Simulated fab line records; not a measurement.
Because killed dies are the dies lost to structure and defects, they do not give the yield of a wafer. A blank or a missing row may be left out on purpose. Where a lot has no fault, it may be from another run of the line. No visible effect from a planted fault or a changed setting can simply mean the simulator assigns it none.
Split-lot experiment | flow n5-finfet | on a route of 1938 steps: 7 lots, 21 wafers read

THE SPLIT
At N5_BEOL_M12_ETCH_68 (etches SOC in N2/H2, time 285 s), the setting time-s was moved away from the recipe's 285 s on 8 of the 21 wafers read, by -12.5% to +9.7%. The other wafers ran this setting at the recipe's value.

Reading taken at the split's own step.

THE READING
SiARC_of_BEOL_M12_COAT_66.thk-nm (the simulator's own value, which no gauge read), in nm, at N5_BEOL_M12_ETCH_68 (etches SOC in N2/H2, time 285 s). The file does not state a usual value for it. Average 85.7 nm, standard deviation 0.41 nm, over the 13 wafers here run with the recipe.

wafer  | tool, chamber at the split | time-s as run, s | against the recipe | SiARC_of_BEOL_M12_COAT_66.thk-nm, nm | against lot-mates on the recipe
L075.1 | rie-diel-05, 3             | 266.4            | -6.5%              | 88.4                                 | +2.4
L075.5 | rie-diel-05, 2             | 285              | recipe             | 86                                   | -
L075.6 | rie-diel-05, 3             | 266.4            | -6.5%              | 87.8                                 | +1.8
L077.2 | rie-diel-04, 2             | 249.4            | -12.5%             | 89                                   | +3.4
L077.4 | rie-diel-04, 1             | 249.4            | -12.5%             | 89.2                                 | +3.6
L077.5 | rie-diel-04, 1             | 285              | recipe             | 85.6                                 | -
L081.2 | rie-diel-05, 2             | 285              | recipe             | 86                                   | -
L081.4 | rie-diel-05, 3             | 285              | recipe             | 85.8                                 | -
L081.6 | rie-diel-05, 0             | 285              | recipe             | 85.4                                 | -
L090.4 | rie-diel-02, 1             | 285              | recipe             | 85.4                                 | -
L090.5 | rie-diel-02, 1             | 285              | recipe             | 85.6                                 | -
L090.6 | rie-diel-02, 0             | 312.6            | +9.7%              | 83.8                                 | -1.7
L091.3 | rie-diel-02, 3             | 285              | recipe             | 86.2                                 | -
L091.5 | rie-diel-02, 2             | 285              | recipe             | 85.8                                 | -
L091.6 | rie-diel-02, 3             | 285              | recipe             | 86.4                                 | -
L092.1 | rie-diel-05, 0             | 307.4            | +7.9%              | 83.2                                 | -1.8
L092.3 | rie-diel-05, 3             | 285              | recipe             | 84.8                                 | -
L092.4 | rie-diel-05, 0             | 285              | recipe             | 85.2                                 | -
L093.1 | rie-diel-04, 1             | 285              | recipe             | 85.8                                 | -
L093.3 | rie-diel-04, 2             | 265              | -7.0%              | 87.4                                 | +1.6
L093.6 | rie-diel-04, 2             | 265              | -7.0%              | 87.4                                 | +1.6

FIT RESULTS
A straight line over all 21 wafers: SiARC_of_BEOL_M12_COAT_66.thk-nm changes by -0.271 nm for each +1% of time-s; r = -0.96; the points scatter about the line by 0.45 nm.
The same after taking each lot's own level away (the mean of its wafers on the recipe; 21 wafers): -0.252 nm for each +1%; r = -0.98; scatter 0.3 nm.
That fit puts the effect of the largest move of time-s on the reading at 3.2 nm.
From 85.00 to 86.13 nm: that is the span of the lots' own levels, equal to 2.7 times the standard deviation above.
Consequently the slope shifts little with the lot-to-lot level, the two slopes agreeing.
Check: with one of the wafers moved furthest among these (-12.5%) left out of the fit, the line predicts +3.21 nm for it against its lot-mates. Against them it came out at +3.4 nm.

THE OTHER SPLITS THESE WAFERS WENT THROUGH
Before the reading, these wafers also passed through other splits. Each is held against what the fit with the lots' levels taken away leaves over:
other split on the same wafers    | wafers away from the commonest value | r with SiARC_of_BEOL_M12_COAT_66.thk-nm (lot level and that fit taken away)
N5_BEOL_M11_PEB_26 peb-time-s     | 7                                    | -0.35
N5_BEOL_M11_TRENCH_ETCH_37 bias-w | 9                                    | +0.15

FILE'S OWN FIT
SiARC_of_BEOL_M12_COAT_66.thk-nm changes by -0.246 nm for each +1% of time-s, r = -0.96.
